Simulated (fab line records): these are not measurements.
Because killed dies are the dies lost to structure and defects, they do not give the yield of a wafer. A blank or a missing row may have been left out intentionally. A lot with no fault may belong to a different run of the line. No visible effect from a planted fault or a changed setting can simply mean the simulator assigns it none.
Chamber matching | flow nand-harc | 4 sister chambers for NHARC_P_BONDPAD_ACTIVATE_29 on rie-diel-09
The step chemistry N2, time 60 s. 8 wafers are shown with their chamber, then 7 later ones without.

## WAFERS, EACH WITH ITS CHAMBER
wafer  | chamber | drypump-motor-current-A (A) | rf-vpp-V (V)
L114.2 | 3       | 5.2                         | 64.3
L116.2 | 2       | 6.3                         | 61.9
L116.4 | 0       | 5.0                         | 62.6
L116.6 | 0       | 5.0                         | 63.3
L119.1 | 2       | 6.3                         | 64.7
L119.6 | 1       | 5.5                         | 64.7
L126.1 | 1       | 5.4                         | 62.7
L126.3 | 3       | 5.2                         | 63.9

## WAFERS WITHOUT THEIR CHAMBER
wafer  | drypump-motor-current-A (A) | rf-vpp-V (V)
L126.5 | 4.9                         | 62.6
L128.3 | 4.9                         | 63.2
L128.5 | 5.2                         | 61.6
L128.6 | 6.3                         | 63.8
L129.1 | 5.2                         | 64.2
L129.2 | 6.3                         | 64.6
L129.6 | 4.9                         | 62.6

## CHAMBER TAKEN BY EACH
wafer  | from the rows above | in truth
L126.5 | 0                   | 0
L128.3 | 0                   | 0
L128.5 | 3                   | 3
L128.6 | 2                   | 2
L129.1 | 3                   | 3
L129.2 | 2                   | 2
L129.6 | 0                   | 0
Correctly placed: 7 of 7. Not placeable from these rows: 0. 0 placed wrongly.
How it was worked out, from the rows above alone: a wafer's distance from a chamber is the root of the sum, over the readings, of the square of ((its reading less the chamber's mean) divided by the reading's scatter). If the next closest chamber is less than 2 further off than the closest, the wafer can't be placed; otherwise it belongs to the closest. Each chamber's mean is taken over the wafers shown for it. The scatter: take each reading less its chamber's mean, square it, sum over the shown wafers, divide by the number of wafers less the number of chambers, and take the root.
